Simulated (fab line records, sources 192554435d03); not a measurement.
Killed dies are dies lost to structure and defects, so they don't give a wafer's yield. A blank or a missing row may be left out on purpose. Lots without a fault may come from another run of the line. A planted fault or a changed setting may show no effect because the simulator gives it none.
Split-lot experiment | flow n5_finfet | 7 lots, 21 wafers read, on a route of 1938 steps

THE SPLIT
At N5_ZERO_LAYER_EXPOSE_08 (exposes mask ZERO, defocus 0 nm, target cd 2000 nm), the setting dose_mj was moved away from the recipe's 16.2 on 9 of the 21 wafers read, by -6.9% to +5.2%. The other wafers ran this setting at the recipe's value.

FROM THE SPLIT TO THE READING: what the file shows between them, 3 steps
- N5_ZERO_LAYER_PEB_09
- N5_ZERO_LAYER_DEVELOP_10: develop time 60 s
- N5_ZERO_LAYER_HARDBAKE_23: time 120 s

THE READING
cd_nm, in nm, at N5_ZERO_LAYER_CD_MEAS_11 (target cd 2000 nm). Fault-free wafers of this fab line usually give 2000.3 nm, standard deviation 1.6 nm.

wafer  | tool, chamber at the split | dose_mj as run | against the recipe | cd_nm, nm | against lot-mates on the recipe
L075.1 | krf_scanner-02, 0          | 16.2           | recipe             | 1998.3    | -
L075.3 | krf_scanner-02, 0          | 15.74          | -2.8%              | 1991.2    | -7.7
L075.4 | krf_scanner-02, 0          | 16.2           | recipe             | 1999.6    | -
L080.2 | krf_scanner-01, 0          | 16.2           | recipe             | 1998.3    | -
L080.4 | krf_scanner-01, 0          | 16.2           | recipe             | 1997.7    | -
L080.6 | krf_scanner-01, 0          | 16.2           | recipe             | 1997.6    | -
L088.1 | krf_scanner-01, 0          | 16.2           | recipe             | 2000.2    | -
L088.3 | krf_scanner-01, 0          | 17.01          | +5.0%              | 2009.1    | +8.9
L088.4 | krf_scanner-01, 0          | 17.01          | +5.0%              | 2007.9    | +7.7
L090.3 | krf_scanner-02, 0          | 15.27          | -5.7%              | 1987.5    | -11.9
L090.4 | krf_scanner-02, 0          | 15.27          | -5.7%              | 1987.0    | -12.4
L090.6 | krf_scanner-02, 0          | 16.2           | recipe             | 1999.4    | -
L091.3 | krf_scanner-01, 0          | 16.2           | recipe             | 1999.1    | -
L091.5 | krf_scanner-01, 0          | 16.2           | recipe             | 2000.2    | -
L091.6 | krf_scanner-01, 0          | 16.2           | recipe             | 1999.8    | -
L093.2 | krf_scanner-02, 0          | 16.2           | recipe             | 1999.9    | -
L093.3 | krf_scanner-02, 0          | 15.09          | -6.9%              | 1987.0    | -12.9
L093.6 | krf_scanner-02, 0          | 15.09          | -6.9%              | 1989.1    | -10.8
L095.2 | krf_scanner-02, 0          | 17.04          | +5.2%              | 2011.5    | +10.7
L095.3 | krf_scanner-02, 0          | 17.04          | +5.2%              | 2010.1    | +9.3
L095.5 | krf_scanner-02, 0          | 16.2           | recipe             | 2000.8    | -

THE FIT
A straight line over all 21 wafers: cd_nm changes by +1.94 nm for each +1% of dose_mj; r = +0.98; the points scatter about the line by 1.4 nm.
The same after taking each lot's own level away (the mean of its wafers on the recipe; 21 wafers): +1.87 nm for each +1%; r = +0.99; scatter 1 nm.
On that fit, the largest move of dose_mj shifts the reading by 13 nm.
The lots' own levels span 1997.87 to 2000.80 nm, that is 1.8 times the standard deviation above.
So the lot-to-lot level changes the slope little: the two slopes agree.
Check: with one of the wafers moved furthest among these (-6.9%) left out of the fit, the line predicts -13.1 nm for it against its lot-mates. It came out at -12.9 nm against them.

OTHER SPLITS ON THESE WAFERS
These wafers also went through other splits before the reading. Each is held against what the fit with the lots' levels taken away leaves over:
other split on the same wafers | wafers away from the commonest value | r with cd_nm (lot level and that fit taken away)
N5_ZERO_LAYER_COAT_05 spin_rpm | 8                                    | +0.32

THE WHOLE CHAIN: every reading that the file lists as answering this split, in the file's order
step                     | what it does             | reading                                                           | change (the file's fit)              | r (the file's)
N5_ZERO_LAYER_CD_MEAS_11 | target cd 2000 nm        | cd_nm                                                             | +1.9 nm for each +1% of the setting  | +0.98
N5_ZERO_LAYER_DESCUM_16  | chemistry O2, time 7.9 s | ZERO_LAYER.cd_nm (the simulator's own value, which no gauge read) | +1.92 nm for each +1% of the setting | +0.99

THE FILE'S OWN FIT
cd_nm changes by +1.9 nm for each +1% of dose_mj, r = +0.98.
